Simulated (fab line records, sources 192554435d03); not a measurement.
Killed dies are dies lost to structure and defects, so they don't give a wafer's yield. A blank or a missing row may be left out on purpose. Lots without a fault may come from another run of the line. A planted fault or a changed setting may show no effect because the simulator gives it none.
fab line records | flow n5_finfet
record lots=5 wafers=15 last_day=17
route steps=1938 shown HKMG_FIN@461 GATE_CUT@465 MOL_CONTACT_COAG@561 BEOL_M4@1111 PASSIVATION@1936
lots that met no fault: from a run of the same line without faults
start_h: hours from the record's first day to the start of the lot's first wafer shown | wait_h: hours since the lot's step before | " the same as in the row above | L1.1+2: a row that stands for several wafers | - no value, or no start given | * or withheld: withheld | < > ~ a bound
route shown NAME@n: a module of which the file shows steps, and the number in the route of the first | usual: mean/standard deviation of fault-free wafers | same: alike in all rows | chamber/n: place in a boat | sites: the reading at each site | _std_site: their standard deviation | _edge_site: outer sites' mean less inner sites' | radius_mm: how far each site lies from the wafer's centre | mask NAME#n: copy n | behind: the tool/chamber that last shaped the wafer | hold: why the lot was held/for how many hours/how that ended | device: the transistor (n, p or np) that didn't switch | end of line: the same wafers' tests at the end of the route | a step without rows: its recipe alone | killed: dies lost to structure and defects at the first sort, not the wafer's yield | map: a wafer's dies, x killed, . not, _ none there
set.NAME: the setting as run; set.NAME@STEP: as run at that earlier step | model.NAME: the simulator's own value behind a step, which no gauge read
lots at some steps of the route; a table a step, a row a wafer
services: from which hour (start_h, from the record's first day; less than 0 if before it) a tool's chamber was out of use, for how many hours, and why
## steps
# step N5_HKMG_FIN_CMP_23
# recipe stop_on=SiNx t_overpolish_s=10 post_cmp_clean=rinse_only down_force_psi=4 platen_rpm=50.289 pad_velocity_m_s=1.0006 target_thk_nm=46.326
# step N5_HKMG_FIN_CMP_94
# recipe stop_on=SiNx post_cmp_clean=w_dilute_nh4oh t_overpolish_s=4.7 down_force_psi=4 platen_rpm=50.289 pad_velocity_m_s=1.0006 target_thk_nm=43.299
# step N5_GATE_CUT_ETCHBACK_00
# recipe chemistry=SF6/Cl2 target=W pressure_mtorr=8 icp_w=900 bias_w=80 SF6_flow_sccm=40 Cl2_flow_sccm=60
# step N5_GATE_CUT_ETCH_56
# recipe chemistry=Cl2/Ar target=TiN target_depth_a=216 pressure_mtorr=10 icp_w=600 bias_w=60 Cl2_flow_sccm=40 Ar_flow_sccm=60
# step N5_GATE_CUT_ETCHBACK_30
# recipe chemistry=Cl2/Ar target=TiN target_depth_a=30 mode=isotropic pressure_mtorr=10 icp_w=600 bias_w=60 Cl2_flow_sccm=40 Ar_flow_sccm=60
# step N5_GATE_CUT_VAPOR_ETCH_60
# recipe chemistry=BCl3/Cl2 target=HfO2 mode=isotropic
# step N5_GATE_CUT_ETCH_58
# recipe chemistry=CH3F/O2 target=SiNx target_depth_a=170 time_s=128.6 ion_energy_ev=50 pressure_mtorr=30 source_w=415 bias_w=21 Ar_flow_sccm=150 CH3F_flow_sccm=30 O2_flow_sccm=20
# step N5_GATE_CUT_STRIP_59
# recipe chemistry=N2/H2 time_s=20 power_w=100 temp_c=40 pressure_mtorr=100 rf_frequency_hz=6e+07 bias_power_w=3 n2_flow_sccm=300 h2_flow_sccm=300
# step N5_GATE_CUT_PRECLEAN_31
# recipe temp_c=23 chemistry=DIW time_s=300
# step N5_GATE_CUT_SRD_32
# recipe time_s=30 temp_c=23 rinse_liquid=diw dry=ipa_marangoni
# step N5_GATE_CUT_SAC_CAP_01
# recipe material=SiNx target_thk_a=240 temp_c=400 ald_precursor_family=SiH2I2 ald_co_reactant=N2/H2-plasma pulse_time_s=1 ald_cycles=480 purge_time_s=2 co_reactant_purge_time_s=2 pressure_torr=2
# usual heater_power_w=798/87 precursor_pulse_height_rel=1.000/0.019
# columns lot.wafer tool chamber start_h wait_h heater_power_w precursor_pulse_height_rel
L446.1 ald_sin-04 1 83.61 0.0 904 1.004
L446.3 " 3 " " 680 1.013
L446.4 " 0 " " 758 0.974
L461.2 ald_sin-04 0 172.93 0.0 781 1.002
L461.5 " 3 174.01 1.1 661 1.024
L461.6 " 0 " " 752 1.007
L462.4 ald_sin-04 3 175.88 0.0 676 1.001
L462.5 " 0 176.96 1.1 752 0.986
L462.6 " 1 " " 910 1.014
L463.1 ald_sin-04 3 182.57 0.0 650 0.991
L463.3 " 1 " " 910 1.032
L463.5 " 1 183.65 1.1 903 0.994
L464.1 ald_sin-01 3 187.90 0.0 828 1.015
L464.3 " 2 " " 809 1.015
L464.6 " 2 188.98 1.1 794 0.986
# step N5_GATE_CUT_PECVD_57
# recipe material=SiNx target_thk_a=210 temp_c=400 precursor=SiH4/NH3/N2 pressure_torr=1.5 rf_w=300
# step N5_GATE_CUT_CMP_02
# recipe stop_on=SiO2 t_overpolish_s=12.7 post_cmp_clean=alkaline_brush down_force_psi=2.5 platen_rpm=51.8 pad_velocity_m_s=1.0307 target_thk_nm=0
# step N5_GATE_CUT_HM_DEP_46
# recipe material=SiO2 target_thk_a=1300 temp_c=400 precursor=TEOS/O2 pressure_torr=6.5 rf_w=900 teos_flow_sccm=161.4 gas=O2 flow_sccm=2650 time_s=26.6
# step N5_GATE_CUT_COAT_34
# recipe resist=SOC temp_c=250 time_s=60 spin_rpm=1500 resist_thk_nm=60
# step N5_GATE_CUT_COAT_35
# recipe resist=SiARC temp_c=220 time_s=60 spin_rpm=1500 resist_thk_nm=10
# step N5_GATE_CUT_COAT_27
# recipe resist=underlayer temp_c=205 time_s=60 spin_rpm=1500 resist_thk_nm=10
# step N5_GATE_CUT_COAT_07
# recipe resist=CAR-EUV spin_rpm=1500 resist_thk_nm=30
# step N5_GATE_CUT_EBR_09
# recipe solvent=PGMEA ebr_width_mm=1.5
# step N5_GATE_CUT_SOFTBAKE_08
# recipe temp_c=110 time_s=60 resist=CAR-EUV
# step N5_GATE_CUT_EXPOSE_10
# recipe mask_id=GATE_CUT na=0.33 source_shape=annular sigma_inner=0.35 sigma_outer=0.8 polarization=unpolarized target_cd_nm=20 dose_mj=43.25
# step N5_GATE_CUT_PEB_11
# recipe peb_temp_c=100 peb_time_s=60 resist=CAR-EUV
# step N5_GATE_CUT_DEVELOP_12
# recipe develop_time_s=30 developer=TMAH resist=CAR-EUV rinse_liquid=surfactant_rinse dry=air_spin dev_temp_c=23
# step N5_GATE_CUT_DESCUM_18
# recipe chemistry=O2 time_s=7 source_power_w=50 bias_power_w=20 pressure_mtorr=20 rf_frequency_hz=2.712e+07 temp_c=40 resist=CAR-EUV o2_flow_sccm=225
# step N5_GATE_CUT_ETCH_28
# recipe chemistry=N2/H2 target=underlayer target_depth_a=130 mask_material=CAR-EUV time_s=10.4 ion_energy_ev=200 pressure_mtorr=30 source_w=840 bias_w=150 n2_flow_sccm=200 h2_flow_sccm=200 ends=cleared
# step N5_GATE_CUT_ETCH_36
# recipe chemistry=CF4 target=SiARC target_depth_a=130 mask_material=CAR-EUV time_s=21.7 ion_energy_ev=80 pressure_mtorr=40 source_w=545 bias_w=36 Ar_flow_sccm=100 cf4_flow_sccm=100 ends=cleared
# step N5_GATE_CUT_ETCH_37
# recipe chemistry=N2/H2 target=SOC target_depth_a=600 overetch_a=120 mask_material=SiARC temp_c=40 time_s=90 ion_energy_ev=200 pressure_mtorr=30 source_w=840 bias_w=150 n2_flow_sccm=200 h2_flow_sccm=200
# step N5_GATE_CUT_STRIP_38
# recipe chemistry=N2/H2 temp_c=40 n2_flow_sccm=200 h2_flow_sccm=200 rf_frequency_hz=6e+07
# step N5_GATE_CUT_STRIP_39
# recipe chemistry=N2/H2 temp_c=40 n2_flow_sccm=200 h2_flow_sccm=200 rf_frequency_hz=6e+07
# step N5_GATE_CUT_HM_OPEN_40
# recipe chemistry=C4F6/O2 target=SiO2 mask_material=SiARC target_depth_a=1390 time_s=85.1 ion_energy_ev=250 pressure_mtorr=30 source_w=345 bias_w=185 Ar_flow_sccm=300 C4F6_flow_sccm=10 O2_flow_sccm=10 ends=cleared
# step N5_GATE_CUT_STRIP_41
# recipe chemistry=CF4 resist=SiARC power_w=300 bias_power_w=75 pressure_mtorr=50 cf4_flow_sccm=150 rf_frequency_hz=6e+07
# step N5_GATE_CUT_STRIP_42
# recipe chemistry=O2 power_w=400 temp_c=40 pressure_mtorr=30 rf_frequency_hz=6e+07 bias_power_w=0 overash_fraction=0.3 o2_flow_sccm=225
# step N5_GATE_CUT_ETCH_19
# recipe chemistry=CH3F/O2 target=SiNx mask_material=SiO2 target_depth_a=537 time_s=76.7 pressure_mtorr=30 source_w=395 bias_w=73 Ar_flow_sccm=150 CH3F_flow_sccm=30 O2_flow_sccm=20 ion_energy_ev=120 ends=cleared
# step N5_GATE_CUT_CUT_ETCH_53
# recipe chemistry=SF6/Cl2 target=W mask_material=SiO2 target_depth_a=792 pressure_mtorr=8 icp_w=900 bias_w=80 SF6_flow_sccm=40 Cl2_flow_sccm=60 ends=cleared
# step N5_GATE_CUT_CUT_ETCH_54
# recipe chemistry=Cl2/BCl3 target=TiN mask_material=SiO2 target_depth_a=967 pressure_mtorr=10 icp_w=1000 bias_w=126 Cl2_flow_sccm=53.25 bcl3_flow_sccm=21.75 Ar_flow_sccm=25 ends=cleared
# step N5_GATE_CUT_CUT_ETCH_55
# recipe chemistry=BCl3 target=HfO2 mask_material=SiO2 target_depth_a=32 ion_energy_ev=30 pressure_mtorr=5 icp_w=450 bias_w=18 bcl3_flow_sccm=80
# step N5_MOL_CONTACT_COAG_THK_MEAS_29
# recipe reads=SiNx_of_GATE_CUT_PECVD_57+SiNx_of_GATE_CUT_SAC_CAP_01
# usual MD_CAP_THK=17.96/0.093
# columns lot.wafer tool chamber start_h wait_h MD_CAP_THK[nm]
L446.1 film_metro-02 - 99.16 - 17.95
L446.3 " - " " 17.93
L446.4 " - " " 18.09
L461.2 film_metro-02 - 193.38 - 15.36
L461.5 " - " " 15.32
L461.6 " - " " 15.32
L462.4 film_metro-01 - 193.72 - 15.34
L462.5 " - " " 15.26
L462.6 " - " " 15.23
L463.1 film_metro-02 - 198.91 - 15.47
L463.3 " - " " 15.28
L463.5 " - " " 15.34
L464.1 film_metro-02 - 206.02 - 17.94
L464.3 " - " " 18.06
L464.6 " - " " 17.95
# step N5_BEOL_M4_RC_MEAS_101
# usual DIBL_N=36.5/2 DIBL_P=36.5/2.3 IOFF_N=0.16/0.036 IOFF_P=0.21/0.037 ION_N=672/12 ION_P=459/7.1 SS_N=71.6/0.73 SS_P=73.4/0.76 VT_N=250/3.3 VT_P=-250.5/2.9
# columns lot.wafer tool chamber start_h wait_h DIBL_N[mV/V] DIBL_P[mV/V] IOFF_N[nA/um] IOFF_P[nA/um] ION_N[uA/um] ION_P[uA/um] SS_N[mV/dec] SS_P[mV/dec] VT_N[mV] VT_P[mV]
L446.1 prober-02 0 182.83 0.0 35.1 37.7 0.16 0.20 665 452 71.8 73.7 248 -250.1
L446.3 " 0 " " 33.9 36.1 0.14 0.18 664 460 71.1 72.6 253 -250.9
L446.4 " 0 " " 35.2 38.1 0.16 0.21 676 458 71.1 73.9 250 -250.3
L462.4 prober-02 0 263.16 0.5 38.0 36.4 0.15 0.22 680 462 71.2 72.7 253 -250.4
L462.5 " 0 " " 39.0 36.9 0.18 0.22 651 445 72.9 73.1 252 -249.4
L462.6 " 0 " " 37.3 35.8 0.14 0.21 660 457 71.6 72.7 251 -249.5
L461.2 prober-01 0 263.44 0.2 35.1 37.3 0.15 0.19 672 458 71.6 73.6 249 -253.4
L461.5 " 0 " " 35.8 37.3 0.15 0.18 661 446 71.5 72.8 252 -254.1
L461.6 " 0 " " 32.5 34.1 0.11 0.15 664 455 70.5 72.5 251 -255.7
L464.1 prober-02 0 274.13 0.0 34.9 33.7 0.13 0.20 664 466 71.1 72.7 253 -248.9
L464.3 " 0 " " 37.1 35.2 0.15 0.22 654 449 71.9 72.9 255 -250.1
L464.6 " 0 " " 36.9 36.0 0.16 0.24 681 473 71.1 73.3 250 -245.5
L463.1 prober-01 0 280.17 0.0 36.2 34.6 0.16 0.19 672 456 71.8 74.1 247 -253.7
L463.3 " 0 " " 34.5 32.5 0.12 0.16 665 454 71.2 72.4 255 -256.7
L463.5 " 0 " " 35.0 33.4 0.13 0.17 671 459 70.8 72.3 249 -251.9
# step N5_PASSIVATION_PROBE_49
# usual defect_limited_yield=91.4/1.4 killed_at_M0_to_M3=33/11 killed_at_M4_up=13/5.3 killed_at_contacts=13/6.1 killed_at_front_end=40/11 killed_at_other=2.9/2.7 killed_dies=102/17 killed_open=68/13 killed_short=32/7.5 sort_bin_5_function=5.1/0.98 sort_bin_6_memory=3.2/0.69 sort_bin_8_speed=0.1/1.1 sort_n_pass=1077/21 sort_yield_pct=91.3/1.7
# same gross_dies=1180 killed_at_back_side=0 sort_bin_4_leakage[%]=0
# columns lot.wafer tool chamber start_h wait_h defect_limited_yield[%] killed_at_M0_to_M3 killed_at_M4_up killed_at_contacts killed_at_front_end killed_at_other killed_dies killed_open killed_short sort_bin_5_function[%] sort_bin_6_memory[%] sort_bin_8_speed[%] sort_n_pass sort_yield_pct[%]
L462.4 prober-02 - 383.46 0.2 86.9 53 10 60 31 1 155 78 29 9.2 3.7 0 1025 86.9
L462.5 prober-02 - 383.51 0.2 87.7 34 26 42 43 0 145 82 30 8.9 3.2 0.1 1034 87.6
L462.6 prober-02 - 383.56 0.3 87.7 34 7 78 26 0 145 58 23 8.7 3.2 0 1035 87.7
L461.2 prober-02 - 391.87 0.1 89.2 30 14 39 38 7 128 75 22 7.1 3.5 0 1052 89.2
L461.5 prober-02 - 392.02 0.2 86.3 54 17 32 47 12 162 87 51 8.2 4.7 0 1018 86.3
L461.6 prober-02 - 392.07 0.3 86.1 53 12 52 39 8 164 75 47 9.8 3.6 0 1016 86.1
L464.1 prober-02 - 395.48 0.0 88.9 33 15 23 59 1 131 77 53 7.0 3.7 0 1049 88.9
L464.3 prober-02 - 395.58 0.1 92.5 13 15 9 51 1 89 54 31 4.8 2.5 0 1091 92.5
L464.6 prober-02 - 395.73 0.3 90.8 21 10 21 56 0 108 64 41 4.7 4.0 0 1072 90.8
L463.1 prober-01 - 399.58 0.0 79.8 62 24 119 32 1 238 86 42 15.6 4.0 0 942 79.8
L463.3 prober-01 - 399.68 0.1 86.4 37 28 28 66 2 161 94 46 8.1 5.3 0 1019 86.4
L463.5 prober-01 - 399.78 0.2 90.0 27 10 49 26 6 118 56 27 7.5 2.2 0 1062 90.0
# killed by level:class
L462.4 MOL_CONTACT_COAG:area_etch=48 BEOL_M3:geometric_particle:open=12 MOL_CONTACT_COAG:geometric_particle:open=11 BEOL_M0_SAQP:geometric_particle:open=11 FIN_SAQP:geometric_particle:open=10 FIN_SAQP:geometric_particle:short=9 BEOL_M0:geometric_particle:open=9 BEOL_M1:geometric_particle:open=8
L462.5 MOL_CONTACT_COAG:area_etch=32 STI_FIN_REVEAL:geometric_particle:open=15 BEOL_M4:geometric_particle:open=15 FIN_SAQP:geometric_particle:open=8 BEOL_M1:geometric_particle:open=8 BEOL_M3:geometric_particle:open=8 BEOL_M0_SAQP:geometric_particle:short=7 MOL_CONTACT_COAG:geometric_particle:open=6
L462.6 MOL_CONTACT_COAG:area_etch=62 STI_FIN_REVEAL:geometric_particle:open=9 BEOL_M1:geometric_particle:open=8 MOL_CONTACT_COAG:geometric_particle:open=8 BEOL_M0:geometric_particle:open=8 MOL_CONTACT_COAG:geometric_particle:short=6 BEOL_M2:geometric_particle:open=5 FIN_SAQP:geometric_particle:open=4
L461.2 MOL_CONTACT_COAG:area_etch=30 BEOL_M3:geometric_particle:open=10 MOL_CONTACT_COAG:geometric_particle:open=9 STI_FIN_REVEAL:geometric_particle:open=8 BEOL_M0_SAQP:geometric_particle:open=7 BEOL_M2:geometric_particle:open=6 FIN_SAQP:geometric_particle:open=5 DUMMY_GATE:geometric_particle:open=5
L461.5 MOL_CONTACT_COAG:area_etch=23 BEOL_M0_SAQP:geometric_particle:short=13 BEOL_M1:geometric_particle:open=13 BEOL_M3:geometric_particle:open=9 MOL_CONTACT_COAG:geometric_particle:open=8 BEOL_M0_SAQP:geometric_particle:open=8 FIN_SAQP:geometric_particle:short=7 STARTING-WAFER:geometric_particle:open=7
L461.6 MOL_CONTACT_COAG:area_etch=41 BEOL_M3:geometric_particle:open=14 STI_FIN_REVEAL:geometric_particle:open=12 BEOL_M0_SAQP:geometric_particle:open=12 BEOL_M0_SAQP:geometric_particle:short=10 MOL_CONTACT_COAG:geometric_particle:open=7 FIN_SAQP:geometric_particle:open=6 FIN_SAQP:geometric_particle:short=6
L464.1 FIN_SAQP:geometric_particle:short=15 MOL_CONTACT_COAG:geometric_particle:open=13 BEOL_M0_SAQP:geometric_particle:short=11 GATE_CUT:geometric_particle:short=10 MOL_CONTACT_COAG:geometric_particle:short=9 BEOL_M4:geometric_particle:open=9 BEOL_M0_SAQP:geometric_particle:open=8 BEOL_M3:geometric_particle:open=8
L464.3 STI_FIN_REVEAL:geometric_particle:open=11 BEOL_M4:geometric_particle:open=9 FIN_SAQP:geometric_particle:open=8 GATE_CUT:geometric_particle:short=6 FIN_SAQP:geometric_particle:short=5 STARTING-WAFER:geometric_particle:short=5 MOL_CONTACT_COAG:geometric_particle:open=5 STI_FIN_REVEAL:geometric_particle:short=4
L464.6 STI_FIN_REVEAL:geometric_particle:open=18 FIN_SAQP:geometric_particle:short=15 MOL_CONTACT_COAG:geometric_particle:open=13 FIN_SAQP:geometric_particle:open=8 MOL_CONTACT_COAG:geometric_particle:short=7 BEOL_M1:geometric_particle:open=7 BEOL_M3:geometric_particle:open=5 BEOL_M4:geometric_particle:open=5
L463.1 MOL_CONTACT_COAG:area_etch=109 BEOL_M0_SAQP:geometric_particle:short=15 BEOL_M0_SAQP:geometric_particle:open=15 MOL_CONTACT_COAG:geometric_particle:open=9 BEOL_M3:geometric_particle:open=9 BEOL_M4:geometric_particle:open=9 FIN_SAQP:geometric_particle:open=8 STI_FIN_REVEAL:geometric_particle:open=8
L463.3 MOL_CONTACT_COAG:area_etch=19 STI_FIN_REVEAL:geometric_particle:open=16 BEOL_M4:geometric_particle:open=14 FIN_SAQP:geometric_particle:short=13 FIN_SAQP:geometric_particle:open=12 BEOL_M0_SAQP:geometric_particle:open=10 GATE_CUT:geometric_particle:short=8 MOL_CONTACT_COAG:geometric_particle:open=8
L463.5 MOL_CONTACT_COAG:area_etch=33 MOL_CONTACT_COAG:geometric_particle:open=11 BEOL_M0_SAQP:geometric_particle:open=8 BEOL_M4:geometric_particle:open=7 MOL_CONTACT_COAG:geometric_particle:short=5 STI_FIN_REVEAL:geometric_particle:open=4 STARTING-WAFER:geometric_particle:open=4 PASS1_CAP:geometric_particle:short=4
# map L461.6 (x killed, . not)
_________________.x.........x________________
______________.....xx..........._____________
___________...............x.x.....x__________
__________..x...............x......._________
________............x.x....x....xx...._______
_______.........................x......______
______.x.....x.............x............_____
_____...x................................____
____x............x.............x..x....x..___
___.x.......x...x...x....x..............x.x__
___.....x.....x............................__
__x.....x.x.......x.x..........xx....x..x..._
__xx...x.....................x.x............_
_.......x...x......x.x.x..x..............x...
_......x..........x..........................
_.......x.xx.xx..x.xx..x....x............x...
_..........xxx........x....x.x.x........x....
_..........x.x.......x.....x..xx............x
_...................x.....x..x..x.......x...x
_........x........x.x......x............x...x
_.x.x.................xxxx..xxxx..........x..
__.........x...........x.......x.......x...._
__..x............x........xxxx.....x........_
___x......x.....x...xx..xx..xxx............__
___.......x.........x...x.xxx....x......x.x__
____.x.......x......x.xx.x.x.x..x....x...x___
_____......xx..........x.......x......x..____
______............x..x...............x.._____
_______.....x...........x..............______
________..........................x..._______
__________......x....x.........x...._________
___________..............x.........__________
______________x......x.........._____________
_________________.........x..________________
# map L462.4 (x killed, . not)
_________________.........x..________________
______________xx.x.............._____________
___________............x...x.......__________
__________..............x.....x...x._________
________................x.........x..._______
_______......x.........x.....x...x.....______
______x.......x.................x......._____
_____.......xx..........x......x........x____
____....x...............x......x.......x..___
___...............xx.......................__
___...xx.....x....x..........x......x......__
__...................x...x.......x......x..._
__..x.........x...x...xxxxx......x........x._
_...........x.........x.xx..........x........
_..........x........xxxxxxx.xx.x....xx.......
_....x....x.......x.xxxxxxxxx................
_............x.....x.xx.xxx.x................
_.........x..x....x...xxxx.xx..........x.x...
_....................xxx..xx.................
_.............x....x..x..x................x..
_.x.................x....x......x...x........
__.xx......x......x.......x.....x..........._
__........x..........x.....x......x........._
___..x...........xx..x.....................__
___................x..xx...x..........x...x__
____....x..............x..x.x...x.........___
_____........x.........................x.____
______....x....x......................xx_____
_______...x........................x...______
________....................x........._______
__________.x...x........x..........._________
___________.....xx.........x......x__________
______________....x............._____________
_________________............________________
## services
# columns tool chamber start_h hours kind
ald_sin-01 2 68.45 16.5 repair
ald_sin-01 - 85.25 14.0 pm
ald_sin-01 0 85.25 14.0 vent_cycle
ald_sin-01 1 85.25 14.0 vent_cycle
ald_sin-01 2 85.25 14.0 vent_cycle
ald_sin-01 3 85.25 14.0 vent_cycle
ald_sin-01 0 99.25 - clean
ald_sin-01 1 99.25 - clean
ald_sin-01 2 99.25 - clean
ald_sin-01 3 99.25 - clean
ald_sin-01 2 109.21 3.2 repair
ald_sin-04 - 112.72 2.8 pm
ald_sin-04 3 132.14 3.9 repair
ald_sin-04 2 177.27 15.7 repair
## key
first_sign step=N5_MOL_CONTACT_COAG_THK_MEAS_29 reading=MD_CAP_THK direction=down sigmas=28 usual=17.96 struck=15.32
effect step=N5_PASSIVATION_PROBE_49 reading=killed_at_contacts direction=up sigmas=7 usual=13 struck=55
more_kills_born_at N5_MOL_CONTACT_COAG_ETCH_47@rie_diel-06=303 N5_MOL_CONTACT_COAG_ETCH_47@rie_diel-05=94
met_at N5_GATE_CUT_SAC_CAP_01
struck_wafers L461.2,L461.5,L461.6,L462.4,L462.5,L462.6,L463.1,L463.3,L463.5
fault kind=site_profile_drift tool=ald_sin-04 chamber=- onset_h=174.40 steps=N5_GATE_CUT_SAC_CAP_01 basis=fraction max_abs_drift=0.24691 slope_share_per_hr=54.87 site_pattern=0,0,0,0,0,-1,-1,-1,-1
